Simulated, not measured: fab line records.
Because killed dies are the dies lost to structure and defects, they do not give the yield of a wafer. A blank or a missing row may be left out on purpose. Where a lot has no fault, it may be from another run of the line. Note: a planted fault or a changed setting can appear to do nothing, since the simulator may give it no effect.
Matching of chambers    flow n5-finfet    4 sister chambers for N5_BEOL_M0_SAQP_ETCH_84 on rie-diel-06
The step etches SOC in N2/H2, target depth 100 nm, overetch 20 nm, time 150 s. 4 wafers are shown with their chamber, then 11 later ones without.

## WAFERS WITH THEIR CHAMBER
wafer   chamber  drypump-motor-current-A (A)
L084.1  0        6.0
L088.1  1        6.0
L088.4  2        5.6
L091.1  3        6.6

## WAFERS WHOSE CHAMBER IS MISSING
wafer   drypump-motor-current-A (A)
L091.3  6.0
L091.4  6.0
L090.1  6.7
L090.2  5.6
L090.4  6.0
L092.2  6.0
L092.3  5.6
L092.5  6.0
L097.1  6.0
L097.3  6.6
L097.5  6.0

## EACH ONE'S CHAMBER
wafer   from the rows above      in truth
L091.3  can't be placed: 0 or 1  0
L091.4  can't be placed: 0 or 1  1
L090.1  3                        3
L090.2  2                        2
L090.4  can't be placed: 0 or 1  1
L092.2  can't be placed: 0 or 1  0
L092.3  2                        2
L092.5  can't be placed: 0 or 1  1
L097.1  can't be placed: 0 or 1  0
L097.3  3                        3
L097.5  can't be placed: 0 or 1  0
Placed correctly: 4 of 11. Not placeable from these rows: 7 (in 7, the candidates include the true chamber). Placed wrongly: 0.
How it was worked out, from the rows above alone: a wafer's distance from a chamber is the root of the sum, over the readings, of the square of ((its reading less the chamber's mean) divided by the reading's scatter). If the next closest chamber is less than 2 further off than the closest, the wafer can't be placed; otherwise it belongs to the closest. For every chamber, the mean is computed from those of its wafers that are shown. The scatter (one wafer shown for each chamber): square how far every hidden wafer sits from the nearest shown wafer, average those squares and take the square root.
